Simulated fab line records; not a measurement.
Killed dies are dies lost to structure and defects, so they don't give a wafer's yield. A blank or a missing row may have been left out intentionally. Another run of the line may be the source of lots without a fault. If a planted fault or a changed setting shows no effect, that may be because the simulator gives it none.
Which tool was responsible?	flow n5_finfet	23 wafers from 8 lots sampled at 7 of the route's 1938 steps

## WHAT THE GAUGES SHOWED, per wafer
N5_FIN_SAQP_CD_MEAS_27: target cd 20 nm. Usual: cd_nm at 20.36 nm, with a standard deviation of 0.22.
lot	measured	on	cd_nm (nm)	flag
L841	day 2 00:58	cd_sem-02	20.10 20.39 20.68	
L854	day 5 05:37	cd_sem-03	20.00 20.48 20.36	
L855	day 5 12:28	cd_sem-02	20.46 20.38 20.59	
L857	day 6 00:01	cd_sem-02	20.71 20.40 20.28	
L859	day 6 12:30	cd_sem-03	20.68 20.35 20.27	
L861	day 7 00:49	cd_sem-02	20.50 20.53 20.50	
L863	day 7 13:06	cd_sem-03	20.71 20.35 20.35	
L864	day 7 19:04	cd_sem-01	20.37 20.21	

N5_FIN_SAQP_CD_MEAS_31: target cd 8 nm. Usual: cd_nm at 8.17 nm, with a standard deviation of 0.22.
lot	measured	on	cd_nm (nm)	flag
L841	day 2 02:35	cd_sem-02	8.50 7.89 8.62	
L854	day 5 07:34	cd_sem-01	- - -	OFF
L855	day 5 14:06	cd_sem-02	- - -	OFF
L857	day 6 02:02	cd_sem-03	8.05 8.54 8.25	
L859	day 6 14:25	cd_sem-02	7.97 7.72 8.43	
L861	day 7 02:29	cd_sem-02	8.64 8.12 8.27	
L863	day 7 16:07	cd_sem-02	7.49 8.22 8.37	
L864	day 7 20:43	cd_sem-01	8.25 8.15	

N5_BEOL_M4_RC_MEAS_101. Usual: DIBL_N 36.8 mV/V, standard deviation 2.2; DIBL_P 37.0 mV/V, standard deviation 2.8; IOFF_N 0.18 nA/um, standard deviation 0.043; IOFF_P 0.23 nA/um, standard deviation 0.05; ION_N 680 uA/um, standard deviation 14; ION_P 466 uA/um, standard deviation 9.1; SS_N 71.7 mV/dec, standard deviation 0.74; SS_P 73.5 mV/dec, standard deviation 0.79; VT_N 248 mV, standard deviation 4; VT_P -249 mV, standard deviation 4.1.
lot	measured	on	DIBL_N (mV/V)	DIBL_P (mV/V)	IOFF_N (nA/um)	IOFF_P (nA/um)	ION_N (uA/um)	ION_P (uA/um)	SS_N (mV/dec)	SS_P (mV/dec)	VT_N (mV)	VT_P (mV)	flag
L841	day 8 09:23	prober-01	34.7 33.8 37.8	35.3 35.0 38.8	0.13 0.13 0.20	0.19 0.19 0.25	665 687 689	459 467 467	71.2 71.0 71.7	73.2 73.7 74.1	251 249 246	-253 -251 -249	
L857	day 11 15:13	prober-02	38.0 38.0 34.9	35.6 37.6 31.6	0.16 0.18 0.12	0.18 0.21 0.13	675 678 662	453 454 448	71.6 72.3 71.6	73.2 73.6 72.1	249 249 254	-254 -251 -256	
L859	day 12 20:48	prober-02	34.6 30.4 39.2	34.2 29.0 40.9	0.13 0.08 0.25	0.19 0.12 0.31	664 636 695	457 441 474	70.7 69.9 71.6	73.0 71.5 74.1	252 259 242	-251 -257 -244	
L861	day 13 05:25	prober-02	38.8 37.5 37.8	40.2 39.5 38.9	0.22 0.20 0.18	0.29 0.29 0.25	696 696 679	472 480 466	72.0 72.4 72.2	74.7 74.3 74.3	247 245 249	-244 -244 -245	
L863	day 13 10:34	prober-01	33.4 37.3 35.5	34.3 39.2 37.2	0.12 0.20 0.15	0.17 0.25 0.22	671 687 670	460 468 466	70.6 71.6 71.4	73.1 73.7 73.1	256 246 251	-255 -250 -250	
L864	day 13 11:31	prober-02	36.7 37.7	37.9 40.2	0.20 0.22	0.26 0.31	686 701	474 487	72.2 72.3	73.6 74.8	243 242	-244 -241	

## WHAT TOOL EACH LOT RAN ON (gives the tool, then ch and the chambers of the sampled wafers, and finally the start)
lot	N5_FIN_SAQP_ETCH_69	N5_FIN_SAQP_STRIP_70	N5_FIN_SAQP_SPACER2_ETCHBACK_29	N5_FIN_SAQP_MANDREL2_REMOVE_60
L841	rie_diel-04 ch 0,2,3, day 2 01:44	rie_diel-04 ch 0,2,3, day 2 01:50	rie_diel-05 ch 1,2, day 2 02:23	rie_si-03 ch 0,2,3, day 2 02:28
L854	rie_diel-04 ch 1,2, day 5 06:20	rie_diel-04 ch 1,2, day 5 06:26	rie_diel-06 ch 0,1,2, day 5 07:22	rie_si-05 ch 0,2, day 5 07:28
L855	rie_diel-06 ch 0,2,3, day 5 13:17	rie_diel-06 ch 0,2,3, day 5 13:23	rie_diel-05 ch 2,3, day 5 13:55	rie_si-05 ch 0,1,2, day 5 13:59
L857	rie_diel-04 ch 1,2,3, day 6 01:07	rie_diel-04 ch 1,2,3, day 6 01:13	rie_diel-05 ch 0,1,3, day 6 01:50	rie_si-03 ch 0,1, day 6 01:55
L859	rie_diel-05 ch 0,2, day 6 13:35	rie_diel-05 ch 0,2, day 6 13:41	rie_diel-06 ch 0,2,3, day 6 14:13	rie_si-05 ch 0,1, day 6 14:18
L861	rie_diel-04 ch 0,1,2, day 7 01:37	rie_diel-04 ch 0,1,2, day 7 01:43	rie_diel-06 ch 2,3, day 7 02:17	rie_si-05 ch 1,2,3, day 7 02:23
L863	rie_diel-05 ch 1,2,3, day 7 14:14	rie_diel-05 ch 1,2,3, day 7 14:20	rie_diel-05 ch 1,2,3, day 7 15:55	rie_si-05 ch 0,1,3, day 7 16:00
L864	rie_diel-04 ch 0,3, day 7 19:52	rie_diel-04 ch 0,3, day 7 19:58	rie_diel-06 ch 2,3, day 7 20:32	rie_si-03 ch 0,1, day 7 20:38
- N5_FIN_SAQP_ETCH_69: etches SOC in N2/H2, stops on SiNx, target depth 150 nm.
- N5_FIN_SAQP_STRIP_70: strips in N2/H2.
- N5_FIN_SAQP_SPACER2_ETCHBACK_29: etches SiO2 in CHF3/O2, target depth 12.2 nm, time 6.1 s.
- N5_FIN_SAQP_MANDREL2_REMOVE_60: chemistry HBr/Cl2/O2, target a-Si, stops on SiNx, bt time 10 s.

## AS READ BY THE TOOLS THEMSELVES (means over the sampled wafers that have a number; for cases with no such wafer, the mark the record gives instead)
N5_FIN_SAQP_ETCH_69. Usual: bias_w 60.98 W, standard deviation 0.17; drypump_motor_current_A 5.7 A, standard deviation 0.6; h2_flow_sccm 199.9 sccm, standard deviation 0.6; oes_product_au 0.75 a.u., standard deviation 0.07; rf_vpp_V 240.7 V, standard deviation 1.5; showerhead_plenum_p_Torr 2.54 Torr, standard deviation 0.093; throttle_valve_pct 17.96 %, standard deviation 0.28.
lot	tool	bias_w (W)	drypump_motor_current_A (A)	h2_flow_sccm (sccm)	oes_product_au (a.u.)	rf_vpp_V (V)	showerhead_plenum_p_Torr (Torr)	throttle_valve_pct (%)	flag
L841	rie_diel-04	60.80	6.2	200.3	0.77	240.9	2.55	17.91	
L854	rie_diel-04	60.82	5.8	199.3	0.70	241.4	2.57	18.20	
L855	rie_diel-06	61.01	5.8	199.6	0.78	241.4	2.60	17.87	
L857	rie_diel-04	61.19	5.9	199.9	0.71	240.1	2.52	18.14	
L859	rie_diel-05	60.96	5.1	200.0	0.81	240.3	2.53	17.59	
L861	rie_diel-04	61.02	6.1	200.3	0.70	241.0	2.58	18.06	
L863	rie_diel-05	61.10	5.7	200.0	0.84	240.0	2.53	17.79	
L864	rie_diel-04	61.00	6.5	200.6	0.76	240.2	2.54	18.00	

N5_FIN_SAQP_STRIP_70. Usual: bias_power_w 28.00 W, standard deviation 0.088; drypump_motor_current_A 5.7 A, standard deviation 0.6; h2_flow_sccm 300.0 sccm, standard deviation 0.83; oes_product_au 0.75 a.u., standard deviation 0.078; power_w 500.2 W, standard deviation 1.5; rf_vpp_V 121.8 V, standard deviation 1; showerhead_plenum_p_Torr 3.36 Torr, standard deviation 0.12; temp_c 39.98 C, standard deviation 0.1; throttle_valve_pct 19.1 %, standard deviation 0.35.
lot	tool	bias_power_w (W)	drypump_motor_current_A (A)	h2_flow_sccm (sccm)	oes_product_au (a.u.)	power_w (W)	rf_vpp_V (V)	showerhead_plenum_p_Torr (Torr)	temp_c (C)	throttle_valve_pct (%)	flag
L841	rie_diel-04	27.90	6.2	300.4	0.77	499.5	122.0	3.36	39.95	19.2	
L854	rie_diel-04	28.00	5.8	300.4	0.71	500.8	122.5	3.40	39.99	19.2	
L855	rie_diel-06	27.96	5.7	299.8	0.79	500.0	122.6	3.43	40.10	19.0	
L857	rie_diel-04	27.94	5.9	299.5	0.72	500.3	121.8	3.33	39.91	19.3	
L859	rie_diel-05	28.10	5.1	299.7	0.82	501.1	122.1	3.34	40.00	18.6	
L861	rie_diel-04	27.99	6.1	300.6	0.70	499.9	122.5	3.41	39.96	19.1	
L863	rie_diel-05	27.99	5.6	299.6	0.84	499.4	121.0	3.35	39.94	18.9	
L864	rie_diel-04	28.00	6.5	299.5	0.75	500.8	122.4	3.36	39.99	19.4	

N5_FIN_SAQP_SPACER2_ETCHBACK_29. Usual: CHF3_flow_sccm 49.99 sccm, standard deviation 0.14; O2_flow_sccm 5.001 sccm, standard deviation 0.016; bias_w 170.0 W, standard deviation 0.46; drypump_motor_current_A 5.7 A, standard deviation 0.59; oes_product_au 0.76 a.u., standard deviation 0.074; rf_vpp_V 531 V, standard deviation 14; showerhead_plenum_p_Torr 2.41 Torr, standard deviation 0.084; throttle_valve_pct 19.0 %, standard deviation 0.31.
lot	tool	CHF3_flow_sccm (sccm)	O2_flow_sccm (sccm)	bias_w (W)	drypump_motor_current_A (A)	oes_product_au (a.u.)	rf_vpp_V (V)	showerhead_plenum_p_Torr (Torr)	throttle_valve_pct (%)	flag
L841	rie_diel-05	50.11	4.987	169.8	5.3	0.70	524	2.34	19.0	
L854	rie_diel-06	-	-	-	-	-	-	-	-	OFF
L855	rie_diel-05	-	-	-	-	-	-	-	-	OFF
L857	rie_diel-05	50.02	5.010	169.9	5.5	0.70	532	2.34	19.2	
L859	rie_diel-06	50.09	5.014	170.3	5.7	0.77	533	2.45	18.9	
L861	rie_diel-06	50.01	4.995	169.5	5.6	0.81	545	2.47	18.8	
L863	rie_diel-05	49.93	5.017	169.4	5.6	0.85	529	2.38	18.8	
L864	rie_diel-06	50.02	5.001	169.6	5.5	0.80	544	2.50	18.8	

N5_FIN_SAQP_MANDREL2_REMOVE_60. Usual: bias_w 22.00 W, standard deviation 0.066; drypump_motor_current_A 5.6 A, standard deviation 0.32; oes_product_au 0.997 a.u., standard deviation 0.016; throttle_valve_pct 36.7 %, standard deviation 0.4.
lot	tool	bias_w (W)	drypump_motor_current_A (A)	oes_product_au (a.u.)	throttle_valve_pct (%)	flag
L841	rie_si-03	22.01	5.4	0.988	36.7	
L854	rie_si-05	22.05	5.8	0.378	36.7	OFF
L855	rie_si-05	21.95	5.7	0.374	36.8	OFF
L857	rie_si-03	21.98	5.5	0.993	37.1	
L859	rie_si-05	21.99	5.8	1.002	37.1	
L861	rie_si-05	21.98	5.5	0.975	36.6	
L863	rie_si-05	22.00	5.6	0.995	37.0	
L864	rie_si-03	22.04	5.7	0.992	37.0	

## THE ANSWER, worked out from the rows above alone
Rule: a lot counts as off when the mean over its wafers that have a number is more than 3 standard deviations away from the usual mean. Also off: a lot with no number at a reading for which 4 or more lots have one. All remaining lots with rows at the step are treated as sound. After the gauges, taken in route order, come the tools' own readings; for these a lot's mean is taken, as printed above. The first step at which some lot is off is used, and at that step the reading that is off furthest; a lot without a number counts as furthest.
Off: L854, L855, at N5_FIN_SAQP_CD_MEAS_31 (cd_nm). Without a number there: L854, L855.
A tool fits if, at a process step before that reading, it ran every lot that is off, and no sound lot after the first of them. Not tried: the gauges at N5_FIN_SAQP_CD_MEAS_31; whatever is off there is also off at N5_FIN_SAQP_SPACER2_ETCHBACK_29, on other tools, and gauge error can't account for it. None of those tried fits.

## WHAT HAD BEEN PUT IN BY THE SIMULATOR
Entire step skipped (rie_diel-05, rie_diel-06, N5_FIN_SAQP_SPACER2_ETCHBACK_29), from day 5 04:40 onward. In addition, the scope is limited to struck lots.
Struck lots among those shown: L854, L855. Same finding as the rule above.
